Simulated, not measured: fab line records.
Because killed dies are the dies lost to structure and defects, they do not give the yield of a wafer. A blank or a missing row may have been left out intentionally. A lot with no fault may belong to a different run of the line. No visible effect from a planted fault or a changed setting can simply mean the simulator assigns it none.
Comparing a struck lot with a sound one | flow nandHarc | 15 steps out of a route of 1302
Sound: wafers L812.4, L812.5, L812.6. Wafers L826.4, L826.5, L826.6 were the ones struck. The cause is named last.
Per side, at each step with rows, come the tool, then ch with its chambers, and then its first start. Under that, the readings that differ: sound wafers | struck wafers | difference of the means | sigmas: that difference in standard deviations of wafers without a fault.
alike: a reading whose means differ by less than 2 such deviations, as well as words and numbers matching on both sides. not compared: withheld readings; readings where some wafer has no value; bounds like >300 that might hide an equal value; numbers whose values overlap and for which the record gives no deviation.
Wherever a step has rows on one side only, a row that says differs or no value, or a row with sigmas, the two part there. When numbers do not overlap yet have no deviation, they are printed without sigmas and do not part them. A reading missing from all wafers of one side parts the sides only when that side holds two or more wafers.

first, 1 step without rows for these wafers: NHARC_A_DECK1_JOINT_SRD_15.
NHARC_A_DECK1_JOINT_DEP_16: deposits SiO2, target thk 45 nm.
  sound on pecvd-02 ch 0,1,2, day 13 18:52; struck on pecvd-01 ch 0,1,2, day 19 10:07
reading                    | sound             | struck            | difference | sigmas
chamberPressureTorr (Torr) | 6.529 6.498 6.517 | 6.469 6.472 6.484 | -0.040     | -2
  alike: heaterPowerW, showerheadVppV, throttleValvePct
NHARC_A_DECK1_JOINT_THK_MEAS_17: measures by ellipsometry.
  sound on filmMetro-01 at day 13 19:04; struck on filmMetro-02 at day 19 10:19
  alike: thkNm
NHARC_A_DECK1_JOINT_INSPECT_05:
  sound on defectInspect-01 at day 13 19:06; struck on defectInspect-01 at day 19 10:22
  alike: rawDefectCount
following that, 1 step holds no rows for these wafers, namely NHARC_A_ONON_D2_DEP_00 (target thickness 1000 nm).
NHARC_A_ONON_D2_THK_MEAS_02: measures by ellipsometry.
  sound on filmMetro-02 at day 13 19:41; struck on filmMetro-01 at day 19 10:56
  alike: thkNm
following that, 1 step holds no rows for these wafers, namely NHARC_A_ONON_D2_DEP_03 (target thickness 1000 nm).
NHARC_A_ONON_D2_THK_MEAS_05: measures by ellipsometry.
  sound on filmMetro-01 at day 13 20:15; struck on filmMetro-01 at day 19 11:30
  alike: thkNm
following that, 1 step holds no rows for these wafers, namely NHARC_A_ONON_D2_DEP_06 (target thickness 1000 nm).
NHARC_A_ONON_D2_THK_MEAS_08: measures by ellipsometry.
  sound on filmMetro-02 at day 13 20:49; struck on filmMetro-02 at day 19 12:04
  alike: thkNm
following that, 1 step holds no rows for these wafers, namely NHARC_A_ONON_D2_DEP_09 (target thickness 1000 nm).
NHARC_A_ONON_D2_THK_MEAS_11: measures by ellipsometry.
  sound on filmMetro-02 at day 13 21:23; struck on filmMetro-02 at day 19 12:38
  alike: thkNm
NHARC_A_ONON_D2_DEP_12: target thk 1000 nm.
  sound on pecvdOnon-02 ch 0, day 13 21:37; struck on pecvdOnon-03 ch 0, day 19 12:52
NHARC_A_ONON_D2_THK_MEAS_14: measures by ellipsometry.
  sound on filmMetro-02 at day 13 21:58; struck on filmMetro-01 at day 19 13:12
reading    | sound          | struck         | difference | sigmas
thkNm (nm) | 1010 1007 1008 | 1064 1064 1062 | +55        | +8
then, 1 step without rows for these wafers: NHARC_A_ONON_D2_ANNEAL_15 (time 3600 s).

## WHERE THEY PART
At NHARC_A_DECK1_JOINT_DEP_16 first; at NHARC_A_ONON_D2_THK_MEAS_14 last (within this record only).

WHY: what had been put in by the simulator
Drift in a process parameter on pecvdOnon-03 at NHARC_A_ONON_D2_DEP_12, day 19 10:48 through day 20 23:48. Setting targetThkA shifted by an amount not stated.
